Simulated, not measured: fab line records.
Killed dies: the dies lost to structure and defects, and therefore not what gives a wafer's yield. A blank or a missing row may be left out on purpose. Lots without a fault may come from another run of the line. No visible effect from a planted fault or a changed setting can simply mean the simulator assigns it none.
fab line records	flow nand_harc	part 1 of 2: steps 1 to 4 of 6
[record] lots = 23	wafers = 69	last_day = 34
route steps=1302 shown A_STAIRCASE@772
lots that met no fault: from a run of the same line without faults
start_h: hours from the record's first day to the start of the lot's first wafer shown	wait_h: hours since the lot's step before	" repeats the value in the row above	L1.1+2: a row that stands for several wafers	- no value, or no start was given	* or withheld: withheld	< > ~ a bound
route shown NAME@n: names a module that has steps shown in the file, with the first one's number in the route	usual: average and standard deviation across the fault-free wafers	same: alike in all rows	chamber/n: place in a boat	sites: the reading at each site	_std_site: the standard deviation of these	_edge_site: mean of outer sites minus mean of inner sites	radius_mm: for every site, how far away it sits from the centre of the wafer	mask NAME#n: copy n	behind: the tool/chamber that last shaped the wafer	hold: the reason the lot was held/the length of the hold in hours/how it ended	device: transistor that didn't switch, given as n, p or np	end of line: at the end of the route, the tests of the same wafers	a step without rows: its recipe alone	killed: at the first sort, the dies lost to defects and structure; wafer yield is something else	map: per-die view of a wafer (x killed, . not killed, _ where there is no die)
set.NAME: setting as actually run; set.NAME@STEP: the setting as run at that earlier step	model.NAME: the simulator's own value behind a step, which no gauge read
one table for each step of the route and one row for each wafer, over a sample of lots
services: the hour from which a tool's chamber was out of use, counted from the record's first day as start_h (under 0 if before that day), plus the number of hours and why
[[steps]]
[step NHARC_A_STAIRCASE_HM_DEP_456]
[recipe] target_thk_a = 31000	temp_c = 400	material = aC
[usual] throttle_valve_pct = 35.000/0.009
lot.wafer	tool	chamber	start_h	wait_h	throttle_valve_pct
L074.1	acl_dep-02	0	358.43	-	34.993
L074.5	"	0	359.67	-	35.015
L074.6	"	0	"	"	35.003
L075.1	acl_dep-02	0	377.02	-	35.005
L075.2	"	0	"	"	35.004
L075.6	"	0	378.57	-	35.010
L076.2	acl_dep-03	0	390.58	-	35.003
L076.4	"	0	"	"	35.007
L076.5	"	0	"	"	35.003
L077.1	acl_dep-03	0	407.69	-	35.013
L077.3	"	0	"	"	34.983
L077.6	"	0	"	"	35.007
L078.3	acl_dep-03	0	414.79	-	34.991
L078.4	"	0	"	"	34.995
L078.6	"	0	"	"	34.984
L080.3	acl_dep-01	0	422.83	-	34.998
L080.4	"	0	"	"	35.011
L080.5	"	0	"	"	34.983
L079.2	acl_dep-02	0	428.07	-	34.999
L079.4	"	0	"	"	35.002
L079.6	"	0	"	"	35.000
L082.1	acl_dep-02	0	452.46	-	34.987
L082.2	"	0	"	"	35.004
L082.6	"	0	454.00	-	34.997
L083.3	acl_dep-03	0	471.06	-	34.995
L083.4	"	0	"	"	35.009
L083.5	"	0	"	"	35.005
L085.2	acl_dep-01	0	480.44	-	35.009
L085.5	"	0	"	"	34.997
L085.6	"	0	"	"	35.008
L084.2	acl_dep-02	0	482.91	-	34.990
L084.3	"	0	"	"	35.004
L084.5	"	0	"	"	35.008
L086.3	acl_dep-01	0	490.08	-	34.992
L086.4	"	0	"	"	34.996
L086.5	"	0	"	"	35.002
L088.2	acl_dep-01	0	500.43	-	34.991
L088.3	"	0	"	"	35.001
L088.5	"	0	"	"	35.021
L087.1	acl_dep-02	0	501.82	-	34.990
L087.2	"	0	"	"	34.992
L087.5	"	0	"	"	35.013
L089.2	acl_dep-01	0	505.93	-	35.003
L089.4	"	0	"	"	34.991
L089.6	"	0	"	"	35.000
L090.1	acl_dep-01	0	520.34	-	35.010
L090.3	"	0	"	"	35.009
L090.6	"	0	"	"	34.992
L091.1	acl_dep-02	0	530.52	-	35.002
L091.2	"	0	"	"	34.997
L091.5	"	0	"	"	35.016
L093.1	acl_dep-02	0	552.34	-	35.000
L093.3	"	0	"	"	34.997
L093.6	"	0	"	"	35.005
L092.1	acl_dep-03	0	552.85	-	35.009
L092.3	"	0	"	"	34.994
L092.6	"	0	"	"	35.003
L094.1	acl_dep-03	0	564.27	-	35.005
L094.4	"	0	"	"	34.992
L094.5	"	0	"	"	35.034
L095.1	acl_dep-03	0	574.21	-	34.997
L095.3	"	0	"	"	35.004
L095.6	"	0	"	"	34.994
L096.2	acl_dep-02	0	596.24	-	35.003
L096.4	"	0	"	"	34.989
L096.6	"	0	"	"	35.007
L097.1	acl_dep-02	0	606.83	-	35.001
L097.3	"	0	"	"	34.999
L097.5	"	0	"	"	35.000
[step NHARC_A_STAIRCASE_DESCUM_270]
[recipe] time_s = 3	o2_flow_sccm = 200	ar_flow_sccm = 0	bias_power_w = 0	chemistry = O2
[usual] drypump_motor_current_A = 5.6/0.43	oes_product_au = 1.003/0.013	rf_vpp_V = 57.8/0.9	showerhead_plenum_p_Torr = 1.91/0.1	throttle_valve_pct = 11.312/0.0094
lot.wafer	tool	chamber	start_h	wait_h	drypump_motor_current_A	oes_product_au	rf_hours_counter_h	rf_vpp_V	showerhead_plenum_p_Torr	throttle_valve_pct
L074.1	rie_diel-03	3	361.31	-	5.8	1.010	19	57.8	1.90	11.297
L074.5	"	2	"	"	6.2	1.005	-	57.8	1.77	11.312
L074.6	"	3	"	"	5.7	1.004	-	57.8	1.90	11.308
L075.1	rie_diel-01	3	379.90	-	4.9	0.981	61	58.2	1.82	11.310
L075.2	"	0	"	"	5.1	0.992	58	58.1	2.04	11.316
L075.6	"	1	"	"	6.1	0.987	-	57.2	1.89	11.308
L076.4	rie_diel-07	1	393.13	-	5.5	0.999	27	56.7	1.78	11.307
L076.2	"	3	"	"	5.9	1.017	24	59.6	2.02	11.322
L076.5	"	1	"	"	5.4	0.996	-	57.6	1.78	11.308
L077.3	rie_diel-03	2	410.80	-	6.2	0.997	30	57.0	1.77	11.310
L077.1	"	1	"	"	6.3	0.997	35	56.5	1.97	11.304
L077.6	"	3	"	"	5.8	1.023	-	57.3	1.89	11.313
L078.3	rie_diel-03	2	416.92	-	6.2	1.000	33	56.4	1.77	11.313
L078.4	"	3	"	"	5.8	1.029	37	57.8	1.89	11.314
L078.6	"	1	"	"	6.3	1.000	-	58.4	1.97	11.305
L080.3	rie_diel-07	1	425.03	-	5.4	1.007	36	58.1	1.78	11.332
L080.4	"	2	"	"	5.9	1.029	37	58.5	1.97	11.308
L080.5	"	3	"	"	5.8	1.023	-	57.6	2.02	11.314
L079.2	rie_diel-07	0	430.51	-	5.9	1.004	35	59.4	2.04	11.318
L079.4	"	1	"	"	5.5	1.010	38	56.6	1.78	11.313
L079.6	"	0	"	"	5.9	1.002	-	59.2	2.04	11.303
L082.2	rie_diel-07	3	455.36	-	5.8	1.013	41	59.1	2.02	11.313
L082.1	"	0	"	"	5.9	1.010	39	58.7	2.04	11.325
L082.6	"	1	"	"	5.4	1.010	-	57.5	1.78	11.307
L083.4	rie_diel-03	1	473.20	-	6.3	1.008	4	58.5	1.97	11.304
L083.3	"	2	"	"	6.2	0.981	4	58.3	2.07	11.305
L083.5	"	3	"	"	5.8	1.024	-	58.5	1.89	11.297
L085.2	rie_diel-07	1	483.11	-	5.4	1.003	0	55.7	1.78	11.311
L085.6	"	3	"	"	5.9	1.012	-	58.5	2.02	11.326
L085.5	"	0	"	"	5.9	0.984	-	58.7	2.04	11.319
L084.2	rie_diel-07	2	485.48	-	5.9	1.012	1	57.8	1.97	11.319
L084.3	"	0	"	"	5.9	0.991	2	59.9	2.04	11.315
L084.5	"	2	"	"	5.9	1.003	-	56.8	1.97	11.311
L086.4	rie_diel-03	2	492.19	-	6.2	0.982	10	58.1	2.07	11.311
L086.3	"	1	"	"	6.3	0.995	7	56.9	1.97	11.311
L086.5	"	2	"	"	6.2	0.972	-	59.3	2.07	11.316
L088.3	rie_diel-07	3	503.04	-	5.8	1.025	9	58.1	2.01	11.307
L088.2	"	0	"	"	5.9	0.990	9	58.5	2.04	11.307
L088.5	"	0	"	"	5.9	0.996	-	58.6	2.04	11.312
L087.1	rie_diel-01	3	504.76	-	4.9	0.998	41	56.2	1.81	11.333
L087.2	"	0	"	"	5.1	1.005	38	58.6	2.02	11.299
L087.5	"	2	"	"	5.4	1.015	-	57.3	1.78	11.312
L089.4	rie_diel-01	3	508.45	-	5.0	0.986	43	56.3	1.81	11.318
L089.2	"	2	"	"	5.4	1.016	44	57.0	1.78	11.315
L089.6	"	3	"	"	4.9	1.000	-	58.0	1.81	11.302
L090.3	rie_diel-01	1	523.19	-	6.0	1.014	45	58.4	1.87	11.311
L090.1	"	3	"	"	4.9	1.021	48	57.8	1.81	11.313
L090.6	"	2	"	"	5.4	1.005	-	56.5	1.78	11.311
L091.1	rie_diel-07	1	533.39	-	5.4	1.016	23	57.2	1.77	11.323
L091.2	"	3	"	"	5.8	1.018	20	59.2	2.01	11.307
L091.5	"	1	"	"	5.4	1.012	-	57.0	1.77	11.308
L093.3	rie_diel-01	3	555.08	-	4.9	0.997	55	57.7	1.81	11.311
L093.1	"	0	"	"	5.1	0.994	52	58.2	2.02	11.310
L093.6	"	1	"	"	6.0	0.986	-	58.2	1.87	11.326
L092.3	rie_diel-01	3	555.67	-	5.0	1.000	56	57.2	1.81	11.314
L092.1	"	1	"	"	6.0	0.998	56	57.9	1.87	11.311
L092.6	"	0	"	"	5.1	0.997	-	59.1	2.02	11.329
L094.1	rie_diel-07	1	566.99	-	5.5	1.002	28	58.3	1.77	11.307
L094.4	"	3	"	"	5.8	1.007	33	57.2	2.01	11.321
L094.5	"	1	"	"	5.4	1.009	-	58.7	1.77	11.334
L095.3	rie_diel-07	1	576.92	-	5.4	1.015	31	56.8	1.77	11.300
L095.1	"	3	"	"	5.8	1.006	35	57.8	2.01	11.324
L095.6	"	1	"	"	5.5	1.006	-	56.1	1.77	11.324
L096.4	rie_diel-01	0	598.64	-	5.1	1.006	11	59.2	2.01	11.310
L096.2	"	1	"	"	6.0	1.001	12	56.4	1.87	11.318
L096.6	"	0	"	"	5.1	1.012	-	58.8	2.01	11.306
L097.1	rie_diel-03	0	609.53	-	4.8	1.016	44	58.1	1.86	11.304
L097.3	"	1	"	"	6.3	1.011	41	58.2	1.95	11.319
L097.5	"	3	"	"	5.8	1.027	-	58.0	1.88	11.302
[step NHARC_A_STAIRCASE_ETCH_452]
[recipe] target_depth_a = 300	overetch_a = 30	time_s = 16.5	ion_energy_ev = 100	cf4_flow_sccm = 80	o2_flow_sccm = 20	ar_flow_sccm = 0	rf_w = 300	bias_w = 100	chemistry = CF4/O2
[usual] drypump_motor_current_A = 5.6/0.49	oes_product_au = 1.003/0.013	rf_vpp_V = 197.8/1.5	showerhead_plenum_p_Torr = 1.34/0.064	throttle_valve_pct = 13.397/0.0081
lot.wafer	tool	chamber	start_h	wait_h	drypump_motor_current_A	oes_product_au	rf_hours_counter_h	rf_vpp_V	showerhead_plenum_p_Torr	throttle_valve_pct
L074.1	rie_diel-01	1	-	-	6.0	0.978	56	197.5	1.32	13.393
L074.5	"	0	"	"	5.1	0.987	-	200.0	1.42	13.404
L074.6	"	1	"	"	6.0	0.999	-	199.7	1.32	13.391
L075.1	rie_diel-03	3	-	-	5.8	1.017	28	198.2	1.32	13.388
L075.2	"	0	"	"	4.8	1.008	26	197.8	1.32	13.400
L075.6	"	0	"	"	4.8	1.011	-	195.7	1.32	13.405
L076.2	rie_diel-07	2	-	-	5.9	1.038	29	200.0	1.38	13.392
L076.4	"	1	"	"	5.5	1.003	29	196.8	1.25	13.414
L076.5	"	2	"	"	5.9	1.025	-	199.1	1.38	13.406
L077.3	rie_diel-01	1	-	-	6.0	1.005	9	197.2	1.32	13.391
L077.1	"	3	"	"	5.0	0.985	9	196.2	1.27	13.392
L077.6	"	2	"	"	5.4	0.997	-	197.0	1.25	13.390
L078.3	rie_diel-03	0	-	-	4.9	1.007	39	196.7	1.31	13.404
L078.4	"	1	"	"	6.3	1.017	42	198.4	1.38	13.404
L078.6	"	0	"	"	4.8	1.000	-	196.4	1.31	13.400
L080.3	rie_diel-01	0	-	-	5.1	1.008	14	200.5	1.42	13.395
L080.4	"	2	"	"	5.4	1.011	16	197.0	1.25	13.390
L080.5	"	0	"	"	5.1	1.009	-	199.9	1.42	13.388
L079.2	rie_diel-01	2	-	-	5.4	0.998	18	196.1	1.25	13.402
L079.4	"	0	"	"	5.2	1.006	15	198.8	1.41	13.408
L079.6	"	2	"	"	5.4	1.003	-	195.4	1.25	13.402
L082.2	rie_diel-07	1	-	-	5.5	1.006	46	195.3	1.24	13.412
L082.1	"	0	"	"	5.9	0.999	42	199.8	1.42	13.391
L082.6	"	1	"	"	5.4	0.999	-	194.1	1.24	13.383
L083.3	rie_diel-01	3	-	-	4.9	1.004	33	196.2	1.27	13.386
L083.4	"	0	"	"	5.1	0.997	31	198.6	1.41	13.395
L083.5	"	1	"	"	6.1	1.010	-	196.9	1.31	13.396
L085.2	rie_diel-01	0	-	-	5.1	0.987	35	199.8	1.41	13.394
L085.6	"	0	"	"	5.1	0.998	-	199.3	1.41	13.389
L085.5	"	1	"	"	6.0	0.992	-	197.5	1.31	13.404
L084.3	rie_diel-03	3	-	-	5.8	1.043	8	197.6	1.32	13.399
L084.2	"	1	"	"	6.3	1.008	8	196.9	1.37	13.396
L084.5	"	2	"	"	6.2	0.993	-	199.4	1.44	13.410
L086.4	rie_diel-07	1	-	-	5.5	0.996	8	196.5	1.24	13.407
L086.3	"	3	"	"	5.8	1.009	8	199.6	1.40	13.410
L086.5	"	1	"	"	5.5	0.998	-	196.4	1.24	13.397
L088.2	rie_diel-07	1	-	-	5.5	1.000	13	196.6	1.24	13.390
L088.3	"	0	"	"	5.9	0.989	12	198.4	1.42	13.386
L088.5	"	2	"	"	5.9	1.021	-	198.6	1.37	13.381
L087.1	rie_diel-03	3	-	-	5.8	1.032	12	197.2	1.32	13.390
L087.2	"	1	"	"	6.3	0.996	12	198.5	1.37	13.388
L087.5	"	3	"	"	5.8	1.041	-	198.4	1.32	13.391
L089.2	rie_diel-01	3	-	-	4.9	1.006	46	196.7	1.26	13.392
L089.4	"	0	"	"	5.1	1.002	43	199.5	1.41	13.406
L089.6	"	3	"	"	4.9	1.011	-	195.8	1.26	13.402
L090.1	rie_diel-03	0	-	-	4.8	1.002	21	196.3	1.31	13.403
L090.3	"	1	"	"	6.3	1.006	17	198.2	1.37	13.406
L090.6	"	0	"	"	4.8	0.995	-	196.4	1.31	13.404
L091.1	rie_diel-07	0	-	-	5.9	0.986	24	199.9	1.42	13.397
L091.2	"	2	"	"	5.9	0.999	26	198.2	1.37	13.403
L091.5	"	0	"	"	5.9	0.990	-	200.2	1.41	13.418
L093.1	rie_diel-03	0	-	-	4.8	1.006	31	197.3	1.30	13.402
L093.3	"	2	"	"	6.2	0.996	37	199.4	1.44	13.388
L093.6	"	1	"	"	6.3	1.013	-	198.2	1.37	13.396
L092.3	rie_diel-03	0	-	-	4.8	0.999	32	197.4	1.30	13.394
L092.1	"	1	"	"	6.3	0.999	28	197.9	1.37	13.414
L092.6	"	2	"	"	6.2	0.998	-	200.1	1.44	13.393
L094.1	rie_diel-01	1	-	-	6.0	0.991	4	197.3	1.30	13.408
L094.4	"	0	"	"	5.1	1.004	4	198.5	1.41	13.397
L094.5	"	1	"	"	6.0	0.998	-	197.7	1.30	13.402
L095.3	rie_diel-03	1	-	-	6.3	1.011	36	197.7	1.36	13.400
L095.1	"	2	"	"	6.2	0.997	43	200.6	1.44	13.406
L095.6	"	3	"	"	5.8	1.022	-	197.0	1.31	13.395
L096.2	rie_diel-01	1	-	-	6.1	0.990	14	197.8	1.30	13.384
L096.6	"	1	"	"	6.0	0.993	-	197.6	1.30	13.397
L096.4	"	3	"	"	4.9	0.983	-	195.7	1.26	13.394
L097.1	rie_diel-01	1	-	-	6.0	1.001	17	196.3	1.30	13.396
L097.3	"	3	"	"	5.0	0.997	14	196.4	1.26	13.397
L097.5	"	0	"	"	5.1	1.021	-	199.3	1.40	13.398
[step NHARC_A_STAIRCASE_STRIP_476]
[recipe] time_s = 20	o2_flow_sccm = 500	ar_flow_sccm = 0	bias_w = 0	chemistry = O2
[usual] drypump_motor_current_A = 5.6/0.48	oes_product_au = 1.003/0.013	rf_vpp_V = 57.8/0.9	showerhead_plenum_p_Torr = 3.54/0.17	throttle_valve_pct = 17.036/0.01
lot.wafer	tool	chamber	start_h	wait_h	drypump_motor_current_A	oes_product_au	rf_hours_counter_h	rf_vpp_V	showerhead_plenum_p_Torr	throttle_valve_pct
L074.1	rie_diel-03	3	377.19	0.1	5.8	1.017	23	58.6	3.50	17.036
L074.6	"	3	"	"	5.8	1.016	-	57.0	3.50	17.039
L074.5	"	0	"	"	4.8	1.008	-	55.6	3.48	17.042
L075.1	rie_diel-01	2	398.40	0.1	5.4	0.998	1	57.6	3.32	17.017
L075.2	"	0	"	"	5.1	0.993	2	57.8	3.74	17.044
L075.6	"	3	"	"	5.0	0.998	-	58.0	3.37	17.034
L076.2	rie_diel-01	3	409.55	0.1	5.0	1.001	8	56.6	3.37	17.036
L076.4	"	1	"	"	6.0	1.004	6	57.5	3.48	17.033
L076.5	"	3	"	"	4.9	0.990	-	58.2	3.37	17.042
L077.1	rie_diel-01	3	427.75	0.1	5.0	0.996	14	56.5	3.36	17.025
L077.3	"	1	"	"	6.1	1.013	13	58.4	3.48	17.028
L077.6	"	3	"	"	5.0	0.996	-	59.4	3.36	17.051
L078.4	rie_diel-01	3	433.65	0.1	5.0	0.992	16	57.0	3.36	17.027
L078.3	"	0	"	"	5.1	0.993	14	56.7	3.73	17.039
L078.6	"	3	"	"	4.9	0.982	-	56.8	3.36	17.043
L080.4	rie_diel-07	1	440.22	0.1	5.4	1.007	40	58.9	3.30	17.033
L080.3	"	2	"	"	5.9	1.026	41	59.4	3.63	17.036
L080.5	"	0	"	"	5.9	0.996	-	58.2	3.75	17.031
L079.2	rie_diel-03	0	450.21	0.1	4.8	1.007	46	57.6	3.47	17.019
L079.4	"	1	"	"	6.3	1.014	51	57.4	3.63	17.038
L079.6	"	3	"	"	5.8	1.022	-	57.1	3.49	17.024
L082.1	rie_diel-01	2	472.11	0.1	5.4	1.005	29	56.6	3.30	17.029
L082.2	"	0	"	"	5.1	1.003	27	57.1	3.72	17.027
L082.6	"	3	"	"	4.9	0.989	-	57.5	3.36	17.053
L083.3	rie_diel-07	0	492.60	0.1	5.9	0.985	5	57.4	3.74	17.055
L083.4	"	3	"	"	5.8	1.003	4	59.0	3.70	17.036
L083.5	"	0	"	"	5.9	0.979	-	56.8	3.74	17.028
L085.2	rie_diel-01	1	503.25	0.1	6.0	1.013	39	56.8	3.46	17.020
L085.6	"	2	"	"	5.4	1.010	-	57.3	3.29	17.042
L085.5	"	3	"	"	5.0	1.007	-	57.4	3.35	17.030
L084.3	rie_diel-03	1	504.99	0.1	6.3	1.008	11	58.7	3.62	17.043
L084.2	"	3	"	"	5.8	1.039	11	58.8	3.48	17.029
L084.5	"	0	"	"	4.8	1.012	-	58.2	3.46	17.023
L086.4	rie_diel-03	1	511.66	0.1	6.3	1.015	12	58.3	3.62	17.021
L086.3	"	0	"	"	4.8	1.006	17	57.7	3.46	17.039
L086.5	"	1	"	"	6.3	1.007	-	59.2	3.62	17.056
L088.3	rie_diel-01	2	520.50	0.1	5.4	1.002	49	57.6	3.29	17.043
L088.2	"	1	"	"	6.0	0.996	45	57.2	3.46	17.048
L088.5	"	3	"	"	5.0	1.005	-	57.4	3.35	17.036
L087.1	rie_diel-03	3	524.34	0.1	5.8	1.039	18	57.1	3.48	17.037
L087.2	"	0	"	"	4.8	1.002	21	58.4	3.46	17.029
L087.5	"	3	"	"	5.8	1.040	-	58.4	3.48	17.027
L089.4	rie_diel-07	1	524.92	0.1	5.5	0.994	19	56.0	3.28	17.033
L089.2	"	0	"	"	5.9	0.990	16	57.9	3.74	17.047
L089.6	"	1	"	"	5.4	0.999	-	56.5	3.28	17.045
L090.1	rie_diel-07	0	539.68	0.1	5.9	0.994	24	58.9	3.73	17.038
L090.3	"	2	"	"	5.9	0.996	26	58.2	3.61	17.033
L090.6	"	2	"	"	5.9	1.002	-	59.1	3.61	17.038
L091.1	rie_diel-03	3	549.50	0.1	5.8	1.027	25	56.4	3.47	17.033
L091.2	"	0	"	"	4.8	0.992	26	57.3	3.45	17.017
L091.5	"	0	"	"	4.8	0.988	-	58.5	3.45	17.024
L093.1	rie_diel-07	0	576.51	0.1	5.9	0.982	36	58.6	3.72	17.047
L093.3	"	1	"	"	5.5	0.993	31	57.2	3.28	17.039
L093.6	"	3	"	"	5.8	1.011	-	59.1	3.69	17.045
L092.3	rie_diel-03	3	577.39	0.1	5.8	1.022	36	55.7	3.47	17.031
L092.1	"	2	"	"	6.2	0.992	41	57.9	3.78	17.035
L092.6	"	0	"	"	4.9	1.000	-	58.2	3.45	17.032
L094.1	rie_diel-03	3	584.67	0.3	5.8	1.017	37	59.9	3.47	17.017
L094.4	"	1	"	"	6.3	1.014	35	57.7	3.60	17.022
L094.5	"	2	"	"	6.2	0.996	-	57.4	3.78	17.038
L095.1	rie_diel-01	1	595.03	0.1	6.0	0.993	11	57.6	3.45	17.030
L095.3	"	2	"	"	5.5	0.980	7	58.4	3.80	17.016
L095.6	"	1	"	"	6.1	1.000	-	57.4	3.45	17.047
L096.2	rie_diel-01	3	617.50	0.1	5.0	0.996	15	58.3	3.33	17.042
L096.4	"	1	"	"	6.1	1.013	-	56.4	3.44	17.031
L096.6	"	3	"	"	5.0	0.996	-	57.8	3.33	17.041
L097.3	rie_diel-07	2	626.73	0.1	5.9	1.009	53	56.8	3.60	17.038
L097.1	"	3	"	"	5.8	1.018	50	58.3	3.68	17.032
L097.5	"	3	"	"	5.8	1.020	-	58.0	3.68	17.046
